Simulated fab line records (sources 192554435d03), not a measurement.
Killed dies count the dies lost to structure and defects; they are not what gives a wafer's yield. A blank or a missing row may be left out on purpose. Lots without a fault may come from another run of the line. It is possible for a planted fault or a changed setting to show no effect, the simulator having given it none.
fab line records	flow n5-finfet
[record] lots = 9	wafers = 27	last-day = 20
route steps=1938 shown STI_FIN_REVEAL@211 DUMMY_GATE@235 BEOL_M4@1111 PASSIVATION@1936
lots that met no fault: from a run of the same line without faults
start-h: hours from the record's first day to the start of the lot's first wafer shown	wait-h: hours from the lot's prior step to this one	" the same as in the row above	L1.1+2: several wafers, shown together as one row	- no value, or no start given	* or withheld: withheld	< > ~ a bound
route shown NAME@n: names a module that has steps shown in the file, with the first one's number in the route	usual: mean/standard deviation of fault-free wafers	same: alike in all rows	chamber/n: place in a boat	sites: the reading at each site	_std_site: the values' standard deviation	_edge_site: inner sites' mean taken away from outer sites' mean	radius-mm: for every site, how far away it sits from the centre of the wafer	mask NAME#n: copy n	behind: the last tool/chamber to shape the wafer	hold: cause of the lot's hold/its duration in hours/its outcome	device: the n, p or np transistor that did not switch	end of line: tests of these same wafers at the route's end	for a step that has no rows: nothing shown but its recipe	killed: at the first sort, the dies lost to defects and structure; wafer yield is something else	map: shows each die of a wafer: x if killed, . if not, _ if none is there
set.NAME: the setting as run; set.NAME@STEP: as run at that earlier step	model.NAME: the simulator's own value behind a step, which no gauge read
route steps across a sampled set of lots; one table per step, one row per wafer
services: a tool's chamber out of use, with start hour (start-h, from the record's first day; less than 0 if before it), hours out, and reason
[[steps]]
[step N5_STI_FIN_REVEAL_INSPECT_13]
[recipe] inspect-instrument = darkfield	mode = post-clean
[usual] raw-defect-count = 12/4.8
lot.wafer	tool	chamber	start-h	wait-h	raw-defect-count
L314.2	defect-inspect-02	-	37.98	0.0	9
L314.3	"	-	"	"	6
L314.5	"	-	"	"	12
L318.1	defect-inspect-02	-	63.24	0.0	17
L318.2	"	-	"	"	22
L318.6	"	-	"	"	14
L323.2	defect-inspect-01	-	92.71	0.0	15
L323.5	"	-	"	"	10
L323.6	"	-	"	"	7
L324.1	defect-inspect-02	-	98.54	0.0	6
L324.3	"	-	"	"	12
L324.4	"	-	"	"	3
L325.1	defect-inspect-02	-	103.19	0.0	11
L325.2	"	-	"	"	13
L325.5	"	-	"	"	12
L331.2	defect-inspect-02	-	139.97	0.0	11
L331.4	"	-	"	"	12
L331.6	"	-	"	"	12
L332.3	defect-inspect-02	-	145.57	0.0	25
L332.4	"	-	"	"	23
L332.5	"	-	"	"	21
L336.1	defect-inspect-01	-	168.48	0.0	5
L336.4	"	-	"	"	18
L336.6	"	-	"	"	10
L337.1	defect-inspect-02	-	174.87	0.0	8
L337.4	"	-	"	"	7
L337.6	"	-	"	"	13
[step N5_DUMMY_GATE_ETCH_29]
[recipe] chemistry = N2/H2	target = underlayer	target-depth-a = 130	ion-energy-ev = 200	pressure-mtorr = 30	source-w = 840	bias-w = 150	n2-flow-sccm = 200	h2-flow-sccm = 200
[usual] drypump-motor-current-A = 5.4/0.44	h2-flow-sccm = 200.0/0.57	oes-product-au = 0.77/0.062	rf-vpp-V = 525.7/2.3	showerhead-plenum-p-Torr = 2.62/0.077	throttle-valve-pct = 17.92/0.26
lot.wafer	tool	chamber	start-h	wait-h	drypump-motor-current-A	h2-flow-sccm	oes-product-au	rf-hours-counter-h	rf-vpp-V	showerhead-plenum-p-Torr	throttle-valve-pct
L314.2	rie-diel-04	1	48.79	0.0	6.1	200.6	0.71	193	519.8	2.42	17.86
L314.3	"	2	"	"	5.5	200.0	0.74	150	523.1	2.54	17.90
L314.5	"	3	"	"	5.7	200.0	0.81	-	523.6	2.56	17.68
L318.1	rie-diel-02	0	71.99	0.0	5.1	199.8	0.71	165	527.5	2.65	17.99
L318.2	"	3	"	"	5.5	200.4	0.86	50	527.2	2.70	17.55
L318.6	"	3	"	"	5.5	200.5	0.85	-	527.6	2.70	17.54
L323.2	rie-diel-04	0	101.51	0.0	6.1	198.8	0.70	223	525.9	2.62	18.20
L323.5	"	0	"	"	6.1	200.0	0.70	-	525.6	2.62	18.22
L323.6	"	1	"	"	6.1	200.5	0.70	-	519.1	2.41	17.87
L324.1	rie-diel-02	0	108.02	0.0	5.1	199.5	0.72	175	526.1	2.65	18.01
L324.3	"	2	"	"	4.8	200.2	0.87	53	526.6	2.70	18.37
L324.4	"	3	"	"	5.5	200.6	0.84	61	528.0	2.69	17.57
L325.1	rie-diel-02	3	111.87	0.0	5.5	200.0	0.85	62	529.3	2.69	17.56
L325.2	"	1	"	"	5.1	200.7	0.77	128	528.6	2.66	17.66
L325.5	"	2	"	"	4.8	200.5	0.87	-	526.3	2.70	18.37
L331.2	rie-diel-01	3	148.78	0.0	4.6	200.0	0.73	161	525.5	2.65	17.69
L331.4	"	1	"	"	5.7	199.8	0.70	222	526.6	2.62	18.25
L331.6	"	0	"	"	5.5	199.7	0.77	-	526.1	2.66	17.70
L332.3	rie-diel-04	2	155.13	0.0	5.5	200.5	0.72	182	524.6	2.53	17.96
L332.4	"	1	"	"	6.1	198.9	0.69	226	520.7	2.41	17.92
L332.5	"	3	"	"	5.7	199.9	0.78	-	521.9	2.55	17.73
L336.1	rie-diel-02	0	177.75	0.0	5.1	199.9	0.68	197	526.2	2.64	18.02
L336.4	"	2	"	"	4.8	199.7	0.84	73	528.3	2.69	18.38
L336.6	"	1	"	"	5.0	199.3	0.75	-	527.2	2.65	17.70
L337.1	rie-diel-04	3	183.97	0.0	5.6	199.8	0.77	138	525.3	2.54	17.75
L337.4	"	2	"	"	5.5	199.9	0.71	-	523.3	2.52	17.98
L337.6	"	3	"	"	5.6	198.4	0.77	-	525.3	2.54	17.75
[step N5_DUMMY_GATE_TRIM_49]
[recipe] chemistry = O2	resist = SOC	time-s = 29	target-cd-nm = 14	source-power-w = 300	bias-power-w = 0	O2_flow_sccm = 100	temp-c = 20
[usual] O2_flow_sccm = 100.0/0.31	bias-power-w = 0/0	drypump-motor-current-A = 5.5/0.36	oes-product-au = 0.998/0.015	throttle-valve-pct = 8.08/0.13	time-s = 29/0
lot.wafer	tool	chamber	start-h	wait-h	O2_flow_sccm	bias-power-w	drypump-motor-current-A	oes-product-au	rf-hours-counter-h	throttle-valve-pct	time-s
L314.2	rie-si-02	3	48.95	0.0	99.8	0	5.1	0.992	53	8.29	29
L314.3	"	0	"	"	100.2	0	5.8	0.974	182	8.29	29
L314.5	"	0	"	"	100.0	0	5.8	0.974	-	8.28	29
L318.1	rie-si-02	1	72.15	0.0	100.2	0	5.5	0.986	88	8.01	29
L318.2	"	2	"	"	99.5	0	5.5	1.032	116	8.14	29
L318.6	"	0	"	"	100.2	0	5.8	0.974	-	8.30	29
L323.2	rie-si-02	2	101.68	0.0	-	-	-	-	-	-	-
L323.5	"	2	"	"	-	-	-	-	-	-	-
L323.6	"	1	"	"	-	-	-	-	-	-	-
L324.1	rie-si-04	0	108.18	0.0	-	-	-	-	-	-	-
L324.3	"	3	"	"	-	-	-	-	-	-	-
L324.4	"	1	"	"	-	-	-	-	-	-	-
L325.1	rie-si-04	1	112.03	0.0	-	-	-	-	-	-	-
L325.2	"	0	"	"	-	-	-	-	-	-	-
L325.5	"	3	"	"	-	-	-	-	-	-	-
L331.2	rie-si-02	0	148.94	0.0	99.4	0	5.8	0.981	184	8.29	29
L331.4	"	2	"	"	99.5	0	5.5	1.024	117	8.14	29
L331.6	"	0	"	"	100.2	0	5.8	0.974	-	8.30	29
L332.3	rie-si-04	1	155.29	0.0	99.6	0	5.9	1.016	7	7.95	29
L332.4	"	2	"	"	100.1	0	5.1	1.002	8	8.03	29
L332.5	"	0	"	"	99.9	0	4.9	0.978	-	8.11	29
L336.1	rie-si-04	0	177.91	0.0	99.7	0	4.9	0.985	68	8.11	29
L336.4	"	2	"	"	99.9	0	5.1	1.002	9	8.02	29
L336.6	"	2	"	"	99.9	0	5.0	1.003	-	8.02	29
L337.1	rie-si-05	1	184.13	0.0	99.8	0	6.1	0.996	38	8.01	29
L337.4	"	2	"	"	99.2	0	5.6	1.009	23	8.01	29
L337.6	"	0	"	"	100.5	0	5.9	1.010	-	7.80	29
[step N5_DUMMY_GATE_CD_MEAS_50]
[recipe] target-cd-nm = 14
[usual] cd-nm = 14.02/0.29
lot.wafer	tool	chamber	start-h	wait-h	cd-nm
L314.2	cd-sem-01	-	49.10	0.0	13.94
L314.3	"	-	"	"	13.63
L314.5	"	-	"	"	13.87
L318.1	cd-sem-01	-	72.29	0.0	14.09
L318.2	"	-	"	"	13.71
L318.6	"	-	"	"	13.19
L323.2	cd-sem-02	-	101.83	0.0	23.23
L323.5	"	-	"	"	22.96
L323.6	"	-	"	"	23.32
L324.1	cd-sem-03	-	108.33	0.0	23.32
L324.3	"	-	"	"	22.90
L324.4	"	-	"	"	22.65
L325.1	cd-sem-01	-	112.18	0.0	23.04
L325.2	"	-	"	"	23.27
L325.5	"	-	"	"	23.12
L331.2	cd-sem-01	-	149.09	0.0	14.08
L331.4	"	-	"	"	14.52
L331.6	"	-	"	"	14.19
L332.3	cd-sem-02	-	155.57	0.0	14.33
L332.4	"	-	"	"	13.73
L332.5	"	-	"	"	14.02
L336.1	cd-sem-03	-	178.06	0.0	14.17
L336.4	"	-	"	"	14.13
L336.6	"	-	"	"	14.11
L337.1	cd-sem-02	-	184.30	0.0	14.28
L337.4	"	-	"	"	14.85
L337.6	"	-	"	"	14.05
[step N5_DUMMY_GATE_CD_MEAS_24]
[recipe] target-cd-nm = 15
[usual] cd-nm = 15.1/0.33
lot.wafer	tool	chamber	start-h	wait-h	cd-nm
L314.2	cd-sem-03	-	49.60	0.1	14.7
L314.3	"	-	"	"	14.9
L314.5	"	-	"	"	15.7
L318.1	cd-sem-03	-	72.82	0.1	15.1
L318.2	"	-	"	"	14.9
L318.6	"	-	"	"	14.4
L323.2	cd-sem-03	-	102.32	0.1	24.2
L323.5	"	-	"	"	24.5
L323.6	"	-	"	"	24.5
L324.1	cd-sem-03	-	108.82	0.1	24.0
L324.3	"	-	"	"	24.0
L324.4	"	-	"	"	23.8
L325.1	cd-sem-01	-	112.67	0.1	23.8
L325.2	"	-	"	"	24.6
L325.5	"	-	"	"	23.9
L331.2	cd-sem-01	-	149.59	0.1	15.6
L331.4	"	-	"	"	15.2
L331.6	"	-	"	"	15.1
L332.3	cd-sem-01	-	156.16	0.1	15.0
L332.4	"	-	"	"	14.3
L332.5	"	-	"	"	14.9
L336.1	cd-sem-01	-	178.55	0.1	15.1
L336.4	"	-	"	"	15.4
L336.6	"	-	"	"	15.1
L337.1	cd-sem-03	-	184.91	0.1	15.5
L337.4	"	-	"	"	15.4
L337.6	"	-	"	"	14.7
[step N5_DUMMY_GATE_ETCH_42]
[recipe] chemistry = CHF3/O2	target = SiO2	target-depth-a = 35	time-s = 31	ion-energy-ev = 30	bias-w = 12	pressure-mtorr = 30	source-w = 600	Ar_flow_sccm = 200	CHF3_flow_sccm = 50	O2_flow_sccm = 5
[usual] drypump-motor-current-A = 5.2/0.39	mfc-ar-sccm = 200.0/0.62	oes_f_703_au = 0.78/0.06	oes-product-au = 0.78/0.059	rf-vpp-V = 42.8/0.91	showerhead-plenum-p-Torr = 2.50/0.054	throttle-valve-pct = 18.79/0.25
[same] time-s = 31
lot.wafer	tool	chamber	start-h	wait-h	drypump-motor-current-A	mfc-ar-sccm	oes_f_703_au	oes-product-au	rf-hours-counter-h	rf-vpp-V	showerhead-plenum-p-Torr	throttle-valve-pct
L314.2	rie-diel-02	0	49.66	0.1	5.0	199.5	0.72	0.72	159	43.3	2.50	18.84
L314.3	"	1	"	"	5.0	200.8	0.80	0.79	110	41.5	2.53	18.52
L314.5	"	0	"	"	5.0	199.6	0.72	0.73	-	43.6	2.50	18.84
L318.1	rie-diel-01	3	72.89	0.1	4.6	200.0	0.76	0.77	136	41.9	2.51	18.59
L318.2	"	0	"	"	5.5	200.2	0.79	0.79	117	42.8	2.51	18.53
L318.6	"	2	"	"	4.9	200.3	0.80	0.79	-	40.8	2.42	18.82
L323.2	rie-diel-04	1	102.37	0.0	6.1	199.1	0.70	0.70	209	42.3	2.30	18.83
L323.5	"	0	"	"	6.1	199.2	0.70	0.72	-	42.8	2.48	19.07
L323.6	"	1	"	"	6.1	199.9	0.69	0.69	-	42.6	2.30	18.85
L324.1	rie-diel-02	3	109.18	0.4	5.5	199.2	0.83	0.84	61	42.2	2.54	18.51
L324.3	"	1	"	"	5.1	200.3	0.78	0.78	128	42.5	2.52	18.55
L324.4	"	0	"	"	5.1	199.7	0.71	0.71	175	42.1	2.49	18.89
L325.1	rie-diel-02	2	112.72	0.0	4.8	199.2	0.88	0.87	54	42.2	2.55	19.16
L325.2	"	0	"	"	5.1	201.7	0.71	0.70	176	43.2	2.49	18.86
L325.5	"	0	"	"	5.0	199.7	0.71	0.71	-	41.9	2.49	18.87
L331.2	rie-diel-01	3	149.63	0.0	4.7	199.3	0.74	0.74	162	43.7	2.50	18.65
L331.4	"	2	"	"	4.9	199.5	0.78	0.75	145	42.9	2.41	18.87
L331.6	"	1	"	"	5.7	200.0	0.71	0.70	-	43.4	2.48	19.07
L332.3	rie-diel-04	2	156.20	0.0	5.4	199.2	0.71	0.73	182	41.9	2.40	18.88
L332.4	"	0	"	"	6.1	198.7	0.70	0.70	239	40.6	2.47	19.10
L332.5	"	0	"	"	6.1	199.3	0.68	0.70	-	42.8	2.47	19.10
L336.1	rie-diel-04	0	178.60	0.0	6.1	199.0	0.69	0.69	245	43.6	2.47	19.11
L336.4	"	1	"	"	6.1	199.7	0.68	0.68	234	40.8	2.29	18.87
L336.6	"	2	"	"	5.5	199.8	0.71	0.71	-	43.4	2.40	18.90
L337.1	rie-diel-02	1	185.00	0.1	5.0	198.8	0.76	0.76	152	43.3	2.51	18.59
L337.4	"	0	"	"	5.1	200.3	0.69	0.69	199	42.4	2.48	18.92
L337.6	"	2	"	"	4.8	199.4	0.84	0.84	-	41.4	2.54	19.19
[step N5_BEOL_M4_RC_MEAS_101]
[usual] DIBL_N = 36.3/1.2	DIBL_P = 36.3/1.4	IOFF_N = 0.160/0.02	IOFF_P = 0.210/0.025	ION_N = 675/9.5	ION_P = 462/7	SS_N = 71.5/0.53	SS_P = 73.4/0.55	VT_N = 249.5/2.6	VT_P = -250.1/2.9
lot.wafer	tool	chamber	start-h	wait-h	DIBL_N[mV/V]	DIBL_P[mV/V]	IOFF_N[nA/um]	IOFF_P[nA/um]	ION_N[uA/um]	ION_P[uA/um]	SS_N[mV/dec]	SS_P[mV/dec]	VT_N[mV]	VT_P[mV]
L314.2	prober-01	0	195.54	0.2	36.1	36.3	0.164	0.226	678	466	71.2	72.9	249.9	-248.1
L314.3	"	0	"	"	35.3	35.3	0.164	0.217	682	462	71.3	73.2	249.6	-246.8
L314.5	"	0	"	"	34.3	34.0	0.140	0.194	667	458	70.9	73.2	252.4	-250.2
L318.1	prober-01	0	216.87	0.0	37.5	36.8	0.145	0.188	653	450	71.6	73.6	254.1	-254.0
L318.2	"	0	"	"	37.3	36.6	0.143	0.180	662	453	71.6	73.6	252.0	-252.6
L318.6	"	0	"	"	39.3	38.2	0.168	0.201	665	455	72.5	73.5	250.0	-252.0
L332.3	prober-02	0	338.46	0.3	36.9	37.5	0.162	0.215	668	463	71.9	73.5	250.5	-248.9
L332.4	"	0	"	"	39.5	40.0	0.206	0.265	685	464	71.7	74.6	248.3	-246.1
L332.5	"	0	"	"	38.2	38.9	0.186	0.236	674	457	71.6	74.7	249.9	-248.1
L331.2	prober-02	0	341.08	0.2	37.2	34.9	0.162	0.192	673	456	71.7	73.2	248.4	-251.6
L331.4	"	0	"	"	35.2	33.0	0.126	0.172	674	459	71.4	73.3	256.2	-251.6
L331.6	"	0	"	"	37.3	35.3	0.164	0.212	678	460	71.6	73.9	250.0	-249.3
L337.1	prober-01	0	356.00	0.0	33.8	35.9	0.157	0.187	675	459	70.8	73.3	248.4	-252.7
L337.4	"	0	"	"	35.6	36.3	0.190	0.194	668	452	71.2	73.7	248.9	-254.3
L337.6	"	0	"	"	36.2	37.2	0.183	0.204	668	452	71.7	74.0	250.5	-252.4
L336.1	prober-02	0	363.29	0.0	35.3	36.4	0.154	0.208	679	472	71.6	72.7	247.8	-249.9
L336.4	"	0	"	"	34.8	34.8	0.143	0.183	683	466	70.8	72.7	248.7	-250.5
L336.6	"	0	"	"	34.6	35.8	0.151	0.206	691	466	71.3	72.1	250.1	-247.9
[step N5_PASSIVATION_PROBE_49]
[usual] killed_at_M0_to_M3 = 36/11	killed_at_M4_up = 13/5.1	killed-at-contacts = 14/4.9	killed-at-front-end = 41/10	killed-at-other = 3.4/2.6	killed-dies = 107/16	killed-on-rim = 14/4	killed-open = 70/11	killed-short = 36/7.8
[same] gross-dies = 1180	killed-at-back-side = 0
lot.wafer	tool	chamber	start-h	wait-h	killed_at_M0_to_M3	killed_at_M4_up	killed-at-contacts	killed-at-front-end	killed-at-other	killed-dies	killed-on-rim	killed-open	killed-short
L323.2	prober-01	-	363.81	0.1	23	20	13	1120	4	1180	152	62	46
L323.5	prober-01	-	363.96	0.2	27	13	14	1124	2	1180	152	65	33
L323.6	prober-01	-	364.01	0.3	23	6	11	1138	2	1180	152	59	29
L324.1	prober-02	-	369.12	0.0	25	3	27	1124	1	1180	152	61	30
L324.3	prober-02	-	369.22	0.1	27	10	18	1119	6	1180	152	69	27
L324.4	prober-02	-	369.27	0.2	37	11	9	1123	0	1180	152	68	36
L325.1	prober-01	-	385.14	0.0	33	12	10	1120	5	1180	152	83	44
L325.2	prober-01	-	385.19	0.1	44	19	22	1092	3	1180	152	99	41
L325.5	prober-01	-	385.34	0.2	20	20	14	1123	3	1180	152	78	27
L331.2	prober-02	-	460.43	0.1	48	11	11	42	5	117	8	80	34
L331.4	prober-02	-	460.53	0.2	25	5	9	40	1	80	9	51	27
L331.6	prober-02	-	460.63	0.3	44	14	18	43	0	119	17	72	42
// killed by level:class
L323.2 DUMMY_GATE:area-expose=1071 STI_FIN_REVEAL:geometric-particle:open=21 MOL_CONTACT_COAG:geometric-particle:open=10 BEOL_M4:geometric-particle:open=10 BEOL_M2:geometric-particle:short=7 FIN_SAQP:geometric-particle:short=6 GATE_CUT:geometric-particle:short=6 STI_FIN_REVEAL:geometric-particle:short=5
L323.5 DUMMY_GATE:area-expose=1082 BEOL_M3:geometric-particle:open=12 MOL_CONTACT_COAG:geometric-particle:open=10 FIN_SAQP:geometric-particle:open=8 FIN_SAQP:geometric-particle:short=8 BEOL_M4:geometric-particle:open=6 DUMMY_GATE:geometric-particle:open=5 STI_FIN_REVEAL:geometric-particle:open=4
L323.6 DUMMY_GATE:area-expose=1091 FIN_SAQP:geometric-particle:open=11 STI_FIN_REVEAL:geometric-particle:open=10 MOL_CONTACT_COAG:geometric-particle:open=10 BEOL_M3:geometric-particle:short=9 FIN_SAQP:geometric-particle:short=4 BEOL_M3:geometric-particle:open=4 BEOL_M1:geometric-particle:open=4
L324.1 DUMMY_GATE:area-expose=1088 MOL_CONTACT_COAG:geometric-particle:open=23 FIN_SAQP:geometric-particle:short=15 FIN_SAQP:geometric-particle:open=10 BEOL_M1:geometric-particle:open=9 BEOL_M0_SAQP:geometric-particle:open=5 MOL_CONTACT_COAG:geometric-particle:short=4 BEOL_M3:geometric-particle:open=4
L324.3 DUMMY_GATE:area-expose=1082 FIN_SAQP:geometric-particle:open=20 MOL_CONTACT_COAG:geometric-particle:open=15 FIN_SAQP:geometric-particle:short=6 BEOL_M2:geometric-particle:short=5 BEOL_M3:geometric-particle:open=4 BEOL_M0_SAQP:geometric-particle:short=4 BEOL_M0_SAQP:geometric-particle:open=4
L324.4 DUMMY_GATE:area-expose=1075 FIN_SAQP:geometric-particle:open=14 FIN_SAQP:geometric-particle:short=10 BEOL_M4:geometric-particle:open=8 BEOL_M0_SAQP:geometric-particle:open=8 MOL_CONTACT_COAG:geometric-particle:open=7 BEOL_M0_SAQP:geometric-particle:short=7 ILD0:geometric-particle:short=6
L325.1 DUMMY_GATE:area-expose=1052 FIN_SAQP:geometric-particle:open=24 FIN_SAQP:geometric-particle:short=10 STI_FIN_REVEAL:geometric-particle:open=10 MOL_CONTACT_COAG:geometric-particle:open=7 BEOL_M0_SAQP:geometric-particle:short=7 BEOL_M3:geometric-particle:open=7 GATE_CUT:geometric-particle:short=5
L325.2 DUMMY_GATE:area-expose=1039 MOL_CONTACT_COAG:geometric-particle:open=17 STI_FIN_REVEAL:geometric-particle:open=16 BEOL_M0_SAQP:geometric-particle:short=11 BEOL_M2:geometric-particle:open=11 FIN_SAQP:geometric-particle:open=9 BEOL_M3:geometric-particle:open=9 BEOL_M4:geometric-particle:open=8
L325.5 DUMMY_GATE:area-expose=1073 STI_FIN_REVEAL:geometric-particle:open=17 MOL_CONTACT_COAG:geometric-particle:open=12 FIN_SAQP:geometric-particle:open=11 BEOL_M4:geometric-particle:open=8 BEOL_M2:geometric-particle:open=6 STARTING-WAFER:geometric-particle:short=6 ILD0:geometric-particle:open=4
L331.2 FIN_SAQP:geometric-particle:open=15 BEOL_M2:geometric-particle:open=12 FIN_SAQP:geometric-particle:short=10 MOL_CONTACT_COAG:geometric-particle:open=9 BEOL_M3:geometric-particle:open=9 BEOL_M0_SAQP:geometric-particle:open=7 GATE_CUT:geometric-particle:short=6 BEOL_M1:geometric-particle:open=6
L331.4 STI_FIN_REVEAL:geometric-particle:open=8 MOL_CONTACT_COAG:geometric-particle:open=8 FIN_SAQP:geometric-particle:short=7 BEOL_M2:geometric-particle:open=6 GATE_CUT:geometric-particle:short=6 BEOL_M3:geometric-particle:open=5 BEOL_M0_SAQP:geometric-particle:open=4 BEOL_M1:geometric-particle:open=4
L331.6 MOL_CONTACT_COAG:geometric-particle:open=14 FIN_SAQP:geometric-particle:open=12 BEOL_M0_SAQP:geometric-particle:open=9 BEOL_M3:geometric-particle:open=9 FIN_SAQP:geometric-particle:short=8 BEOL_M0_SAQP:geometric-particle:short=8 BEOL_M2:geometric-particle:open=6 GATE_CUT:geometric-particle:short=5
[[services]]
tool	chamber	start-h	hours	kind
rie-diel-04	3	40.64	4.0	repair
rie-si-04	-	41.45	0.4	repair
rie-si-02	1	41.62	14.8	repair
rie-si-04	3	58.45	3.3	repair
rie-diel-04	3	87.56	2.5	repair
rie-diel-02	0	100.91	6.0	repair
rie-si-04	2	107.10	1.5	repair
rie-diel-02	2	137.47	6.3	repair
rie-diel-02	3	164.68	12.2	repair
rie-diel-04	1	180.16	11.0	repair
[[key]]
[first-sign] step = N5_DUMMY_GATE_TRIM_49	reading = tool-record	direction = missing
[effect] step = N5_DUMMY_GATE_CD_MEAS_50	reading = cd-nm	direction = up	sigmas = 31	usual = 14.02	struck = 23.09
[effect] step = N5_DUMMY_GATE_CD_MEAS_24	reading = cd-nm	direction = up	sigmas = 27	usual = 15.1	struck = 24.1
[effect] step = N5_PASSIVATION_PROBE_49	reading = killed-at-front-end	direction = up	sigmas = 99+	usual = 41	struck = 1120
met-at N5_DUMMY_GATE_TRIM_49
struck-lots L323,L324,L325
later-rows-left-out L323.2,L323.5,L323.6,L324.1,L324.3,L324.4,L325.1,L325.2,L325.5
tester-left-out L323,L324,L325
not-acting-at N5_STI_FIN_REVEAL_INSPECT_13,N5_DUMMY_GATE_ETCH_29,N5_DUMMY_GATE_ETCH_42
onset-between 72.15 101.68
[fault] kind = skipped-step-whole	tool = rie-si-02,rie-si-04	chamber = -	onset-h = 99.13	steps = N5_DUMMY_GATE_TRIM_49	scope = struck-lots-only
// tester-left-out: of these lots the tester's yield and bins aren't shown, on N5 and GAA mostly nor the transistor test; their killed dies are dies lost to structure and defects alone, not to doping, threshold or leakage, so they don't give the yield
// later-rows-left-out: the simulator's readings of these wafers behind a module that went badly wrong aren't trusted and aren't shown, but for the sort
